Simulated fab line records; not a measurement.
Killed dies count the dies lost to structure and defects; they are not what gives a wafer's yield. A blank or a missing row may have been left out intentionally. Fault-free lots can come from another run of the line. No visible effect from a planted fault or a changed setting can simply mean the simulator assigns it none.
A struck lot beside a sound one :: flow n5_finfet :: 37 out of 1938 route steps
Sound: the wafers L665.1, L665.2, L665.6. Wafers L656.1, L656.3, L656.4 were the ones struck. Last of all comes the cause.
Per side, at each step with rows, come the tool, then ch with its chambers, and then its first start. Under that, the readings that differ: sound wafers :: struck wafers :: difference of the means :: sigmas: that difference in standard deviations of wafers without a fault.
alike: a reading whose means differ by less than 2 such deviations, as well as words and numbers matching on both sides. not compared: withheld readings; readings where some wafer has no value; bounds like >300 that might hide an equal value; numbers whose values overlap and for which the record gives no deviation.
The two part at a step that has a row with sigmas, a row that says differs or no value, or rows on one side only. Non-overlapping numbers with no deviation appear without sigmas and do not part them. Lack of a reading on every wafer of one side parts them only where that side has two or more wafers.

first, 9 steps without rows for these wafers: N5_WELL_APT_COAT_19 (resist thk 950 nm); N5_WELL_APT_EBR_21; N5_WELL_APT_SOFTBAKE_20 (time 60 s); N5_WELL_APT_EXPOSE_22 (exposes mask PWELL, defocus 0 nm, target cd 200 nm); N5_WELL_APT_PEB_23 (peb time 90 s); N5_WELL_APT_DEVELOP_24 (develop time 45 s); N5_WELL_APT_HARDBAKE_29 (time 120 s); N5_WELL_APT_DESCUM_30 (chemistry O2, time 7.9 s); N5_WELL_APT_IMPLANT_31.
N5_WELL_APT_IMPLANT_32:
  sound on implanter-01 ch 0, day 6 09:41; struck on implanter-02 ch 0, day 4 03:19
reading: dose_ions_cm2
sound: 2.0024e+13 2.0029e+13 1.9987e+13
struck: 2.6663e+13 2.665e+13 2.6687e+13
difference: +6.6533e+12
sigmas: +99 or more

reading: faraday_current_uA
sound: 254 250 258
struck: 340 343 340
difference: +87
sigmas: +19
then, 25 steps without rows for these wafers: N5_WELL_APT_STRIP_33 (strips in SPM, time 900 s); N5_WELL_APT_RTA_34 (time 10 s); N5_WELL_APT_OXIDE_STRIP_42 (strips SiO2 in dHF, time 45 s, target depth 12 nm); N5_WELL_APT_PRECLEAN_36 (cleans in O3/DIW, time 45 s); N5_WELL_APT_PRECLEAN_39 (cleans in dHF, time 60 s); N5_WELL_APT_SRD_37 (time 30 s); N5_WELL_APT_EPI_41 (deposits Si from SiH4/H2, target thk 50 nm, time 297.7 s); N5_PMOS_HMC_CHANNEL_EPI_HM_DEP_34 (deposits SiO2 from TEOS/O2, target thk 36 nm, time 6.9 s); N5_PMOS_HMC_CHANNEL_EPI_COAT_31 (time 60 s, resist thk 66 nm); N5_PMOS_HMC_CHANNEL_EPI_COAT_03 (resist thk 205 nm); N5_PMOS_HMC_CHANNEL_EPI_EBR_05; N5_PMOS_HMC_CHANNEL_EPI_SOFTBAKE_04 (time 60 s); N5_PMOS_HMC_CHANNEL_EPI_EXPOSE_06 (exposes mask PMOS HMC BLK, target cd 240 nm); N5_PMOS_HMC_CHANNEL_EPI_PEB_07 (peb time 60 s); N5_PMOS_HMC_CHANNEL_EPI_DEVELOP_08 (develop time 30 s); N5_PMOS_HMC_CHANNEL_EPI_DESCUM_14 (chemistry O2, time 7.9 s); N5_PMOS_HMC_CHANNEL_EPI_ETCH_32 (etches BARC in N2/H2, stops on SiO2, target depth 85.8 nm, time 50.3 s); N5_PMOS_HMC_CHANNEL_EPI_HM_OPEN_15 (chemistry CHF3/O2, target SiO2, target depth 40.6 nm, time 20.3 s); N5_PMOS_HMC_CHANNEL_EPI_STRIP_33 (strips in N2/H2); N5_PMOS_HMC_CHANNEL_EPI_STRIP_17 (strips in SPM, time 750 s); N5_PMOS_HMC_CHANNEL_EPI_ETCH_38 (etches SiO2 in CF4, target depth 1.5 nm); N5_PMOS_HMC_CHANNEL_EPI_FIN_RECESS_16 (chemistry HBr/Cl2, target Si, target depth 54 nm, time 18 s); N5_PMOS_HMC_CHANNEL_EPI_PRECLEAN_36 (cleans in O3/DIW, time 45 s); N5_PMOS_HMC_CHANNEL_EPI_PRECLEAN_18 (cleans in DHF, time 30 s); N5_PMOS_HMC_CHANNEL_EPI_SRD_19 (time 30 s).
-- the record jumps here: 6 days lie between the struck wafers' starts before and after (it left off in module PMOS_HMC_CHANNEL_EPI and takes up again in module BEOL_M4, whose first step shown is number 1111 of the route) --
N5_BEOL_M4_RC_MEAS_101:
  sound on prober-01 ch 0, day 12 11:44; struck on prober-01 ch 0, day 10 09:37
reading: CJ_N
sound: 4.40 4.25 4.34
struck: 4.95 5.10 5.02
difference: +0.69
sigmas: +8

reading: DIBL_P (mV/V)
sound: 33.9 27.5 27.9
struck: 34.9 34.7 38.4
difference: +6.2
sigmas: +3
  alike: DIBL_N, IOFF_N, IOFF_N_LONG, IOFF_P, ION_N, ION_P, SS_N, SS_P, VT_N, VT_P
-- here the record skips 5 days between the struck wafers' starts before and after, leaving off in module BEOL_M4 and picking up in module PASSIVATION (first step shown: number 1936 of the route) --
N5_PASSIVATION_PROBE_49:
  record: rows for the struck wafers here (prober-01, day 15 03:46), none for the sound ones

## WHERE THEY PART
First at N5_WELL_APT_IMPLANT_32; last, within this record, at N5_PASSIVATION_PROBE_49.

WHY: the cause the simulator had injected
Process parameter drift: implanter-02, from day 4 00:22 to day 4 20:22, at N5_WELL_APT_IMPLANT_32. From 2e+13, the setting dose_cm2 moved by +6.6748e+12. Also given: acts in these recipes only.
